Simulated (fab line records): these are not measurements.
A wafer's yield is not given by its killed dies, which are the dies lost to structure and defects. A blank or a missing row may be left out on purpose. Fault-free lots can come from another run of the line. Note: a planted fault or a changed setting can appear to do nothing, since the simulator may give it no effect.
8D (eight disciplines) problem report, filled in by code || flow nandHarc || the parts of the form that need people (team, actions taken, sign-off) are left out

## 1. THE PROBLEM
A mean of 33.3 s is read at NHARC_A_CONTACT_CMP_20 for timeToEndpointS, taken on 1 wafer of 1 lot, against 59.4 s (standard deviation 3) on wafers free of any fault. Measured from the usual mean, that is -8.7 standard deviations.
The step: polishes, t overpolish 30 s, target thk 300 nm.
Earliest sighting: wafer L543.1 on cmp-03 at day 28 19:57. Wafers with a number at this step in the record: 36, from 12 lots. Rule for "out", or "out of limits": more than 4 standard deviations from the usual mean. All remaining wafers that have a number are taken as sound.

## 2. WHAT IT IS AND WHAT IT IS NOT
{"question": "which readings at this step", "is": "timeToEndpointS", "is not": "edgeZonePressureFrac, motorCurrentA, overpolishRunS"}
{"question": "which lots", "is": "L543", "is not": "L530, L531, L532, L533, L534, L535, L536, L538, L547, L552, L553"}
{"question": "which wafers of those lots", "is": "L543.1", "is not": "L543.2, L543.3"}
{"question": "read on which tools", "is": "cmp-03", "is not": "cmp-02, cmp-04"}
{"question": "when", "is": "from day 28 19:57", "is not": "up to then (29 sound wafers); but 6 sound wafers of L552, L553 came after"}

## 3. WHAT RULES OUT EACH SUSPECT
Counting: if a tool at a process step up to the reading ran every lot that is out, it stays a suspect. Sound lots after the first of them don't rule it out here, since some wafers of a struck lot are sound.
- rieDiel-09 at NHARC_A_CONTACT_ETCH_88 (etches the open film in CF4, target depth 39 nm, time 65 s): kept. It processed L543, the lot that is out, at day 28 11:44, and its most recent sound lot before then was L536 at day 25 04:58.
- harCapEtch-02 at NHARC_A_CONTACT_ETCH_135 (etches the open film in C4F8/O2/Ar, time 311 s, target depth 1912 nm): kept. It processed L543, the lot that is out, at day 28 13:08, and its most recent sound lot before then was L538 at day 25 03:25.
- cvdW-01 at NHARC_A_CONTACT_CVD_19 (deposits W, target thk 300 nm, time 802 s): kept. It processed L543, the lot that is out, at day 28 19:04, and its most recent sound lot before then was L538 at day 25 06:49.
- cmp-03 at NHARC_A_CONTACT_CMP_20 (polishes, t overpolish 30 s, target thk 300 nm): kept. It processed L543, the lot that is out, at day 28 19:57, and its most recent sound lot before then was L533 at day 23 13:30. Out on those wafers are its own readings of timeToEndpointS.
- rieDiel-09, NHARC_A_CONTACT_ETCH_88: wafers that are out in chamber 3, sound lot-mates in chambers 1, 2.
- The sound lot-mates ran in chamber 1 of harCapEtch-02 at NHARC_A_CONTACT_ETCH_135, but the wafers that are out ran in chamber 0.
- The sound lot-mates ran in chamber 1 of cvdW-01 at NHARC_A_CONTACT_CVD_19, but the wafers that are out ran in chamber 0.
- cmp-03, NHARC_A_CONTACT_CMP_20: wafers that are out in chamber 0, sound lot-mates in chambers 1, 3.
Left after counting: rieDiel-09 at NHARC_A_CONTACT_ETCH_88, harCapEtch-02 at NHARC_A_CONTACT_ETCH_135, cvdW-01 at NHARC_A_CONTACT_CVD_19, cmp-03 at NHARC_A_CONTACT_CMP_20.

## 4. THE CAUSE (what the simulator had put in)
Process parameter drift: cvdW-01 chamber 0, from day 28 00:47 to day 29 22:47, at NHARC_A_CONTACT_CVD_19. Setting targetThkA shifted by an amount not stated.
4 suspects survive the count, and this tool is in that group.

## 5. THE EFFECT CHAIN, in route order
One row per reading whose mean, taken over the struck wafers that have a number, lies over 3 standard deviations from the usual. Only readings for which the record gives a usual standard deviation are gone through. hours: the time from each lot's start at the first step in this table that gives one to its start at this step, as a median over the lots. sigmas: the change in usual standard deviations.
{"hours": 0, "step": "NHARC_A_CONTACT_CMP_20", "reading": "timeToEndpointS", "usual": "59.4 s", "on struck wafers": 33.3, "change": -26.1, "sigmas": -8.7}
The process steps in it:
- NHARC_A_CONTACT_CMP_20: polishes, t overpolish 30 s, target thk 300 nm.
Later measuring or inspecting steps at which every struck wafer that the step has a row for has a number for every such reading, and none has moved that far: NHARC_A_CONTACT_INSPECT_23.

## 6. HOW IT WOULD HAVE BEEN CAUGHT EARLIER
The fault began at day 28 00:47; the first out-of-limits reading in this record came at day 28 19:57, 19 hours later.
An alarm limit of 4 standard deviations would not have fired on the tool readings at NHARC_A_CONTACT_CVD_19 for which the record gives a usual standard deviation, since none of them was out on any struck wafer.
Each of the lots that are out, 1 in all, had begun NHARC_A_CONTACT_CVD_19 on cvdW-01 no later than day 28 19:57. A hold on the tool at that time would have spared none of them.
